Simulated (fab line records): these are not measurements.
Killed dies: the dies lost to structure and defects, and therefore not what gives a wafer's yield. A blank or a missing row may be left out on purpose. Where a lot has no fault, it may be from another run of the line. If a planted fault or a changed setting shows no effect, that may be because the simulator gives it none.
Matching of chambers / flow nandHarc / rieDiel-05 running NHARC_A_CONTACT_ETCH_91: 4 sister chambers
The step etches the open film in CH3F/O2, target depth 40 nm, time 85.7 s. 16 wafers are shown with their chamber, then 8 later ones without.

## WAFERS PAIRED WITH THEIR CHAMBERS
wafer=L416.1; chamber=1; showerheadPlenumPTorr (Torr)=2.57; drypumpMotorCurrentA (A)=5.5; rfVppV (V)=246.3
wafer=L416.4; chamber=0; showerheadPlenumPTorr (Torr)=2.40; drypumpMotorCurrentA (A)=5.5; rfVppV (V)=243.6
wafer=L416.6; chamber=1; showerheadPlenumPTorr (Torr)=2.57; drypumpMotorCurrentA (A)=5.5; rfVppV (V)=246.0
wafer=L417.4; chamber=2; showerheadPlenumPTorr (Torr)=2.45; drypumpMotorCurrentA (A)=5.7; rfVppV (V)=243.0
wafer=L417.5; chamber=1; showerheadPlenumPTorr (Torr)=2.57; drypumpMotorCurrentA (A)=5.5; rfVppV (V)=246.5
wafer=L417.6; chamber=2; showerheadPlenumPTorr (Torr)=2.45; drypumpMotorCurrentA (A)=5.8; rfVppV (V)=243.1
wafer=L430.3; chamber=3; showerheadPlenumPTorr (Torr)=2.36; drypumpMotorCurrentA (A)=4.9; rfVppV (V)=241.4
wafer=L430.4; chamber=0; showerheadPlenumPTorr (Torr)=2.40; drypumpMotorCurrentA (A)=5.5; rfVppV (V)=243.3
wafer=L430.5; chamber=1; showerheadPlenumPTorr (Torr)=2.57; drypumpMotorCurrentA (A)=5.5; rfVppV (V)=246.9
wafer=L431.2; chamber=2; showerheadPlenumPTorr (Torr)=2.44; drypumpMotorCurrentA (A)=5.8; rfVppV (V)=244.5
wafer=L431.5; chamber=3; showerheadPlenumPTorr (Torr)=2.36; drypumpMotorCurrentA (A)=4.9; rfVppV (V)=244.4
wafer=L431.6; chamber=0; showerheadPlenumPTorr (Torr)=2.40; drypumpMotorCurrentA (A)=5.5; rfVppV (V)=242.6
wafer=L432.1; chamber=2; showerheadPlenumPTorr (Torr)=2.44; drypumpMotorCurrentA (A)=5.8; rfVppV (V)=242.6
wafer=L432.4; chamber=1; showerheadPlenumPTorr (Torr)=2.57; drypumpMotorCurrentA (A)=5.5; rfVppV (V)=245.1
wafer=L432.5; chamber=3; showerheadPlenumPTorr (Torr)=2.36; drypumpMotorCurrentA (A)=4.9; rfVppV (V)=243.0
wafer=L435.3; chamber=2; showerheadPlenumPTorr (Torr)=2.44; drypumpMotorCurrentA (A)=5.8; rfVppV (V)=243.4

SIGNATURES (averages over the wafers above)
reading=showerheadPlenumPTorr; chamber 0=2.4000; chamber 1=2.5700; chamber 2=2.4440; chamber 3=2.3600; scatter within a chamber=0.00316
reading=drypumpMotorCurrentA; chamber 0=5.500; chamber 1=5.500; chamber 2=5.780; chamber 3=4.900; scatter within a chamber=0.0258
reading=rfVppV; chamber 0=243.167; chamber 1=246.160; chamber 2=243.320; chamber 3=242.933; scatter within a chamber=0.863
Rule: distance of a wafer from a chamber = root of the sum over the readings of ((wafer's reading minus chamber's mean) / reading's scatter) squared. The wafer belongs to the nearest chamber; if the next one is less than 2 further off, it can't be placed. The scatter is the square root of a quotient: the sum, over the shown wafers, of each reading's squared deviation from its chamber's mean, divided by wafers minus chambers.

## WAFERS WITH NO CHAMBER GIVEN
wafer=L435.4; showerheadPlenumPTorr (Torr)=2.39; drypumpMotorCurrentA (A)=5.5; rfVppV (V)=242.0
wafer=L435.5; showerheadPlenumPTorr (Torr)=2.56; drypumpMotorCurrentA (A)=5.5; rfVppV (V)=247.2
wafer=L436.1; showerheadPlenumPTorr (Torr)=2.44; drypumpMotorCurrentA (A)=5.8; rfVppV (V)=245.4
wafer=L436.3; showerheadPlenumPTorr (Torr)=2.56; drypumpMotorCurrentA (A)=5.5; rfVppV (V)=245.7
wafer=L436.5; showerheadPlenumPTorr (Torr)=2.44; drypumpMotorCurrentA (A)=5.8; rfVppV (V)=244.0
wafer=L437.2; showerheadPlenumPTorr (Torr)=2.39; drypumpMotorCurrentA (A)=5.5; rfVppV (V)=243.9
wafer=L437.4; showerheadPlenumPTorr (Torr)=2.56; drypumpMotorCurrentA (A)=5.5; rfVppV (V)=246.6
wafer=L437.6; showerheadPlenumPTorr (Torr)=2.44; drypumpMotorCurrentA (A)=5.8; rfVppV (V)=244.7

## THE CHAMBER EACH PASSED THROUGH
wafer=L435.4; from the rows above=0; in truth=0
wafer=L435.5; from the rows above=1; in truth=1
wafer=L436.1; from the rows above=2; in truth=2
wafer=L436.3; from the rows above=1; in truth=1
wafer=L436.5; from the rows above=2; in truth=2
wafer=L437.2; from the rows above=0; in truth=0
wafer=L437.4; from the rows above=1; in truth=1
wafer=L437.6; from the rows above=2; in truth=2
8 of 8 placed correctly. From these rows, 0 cannot be placed. 0 placed wrongly.
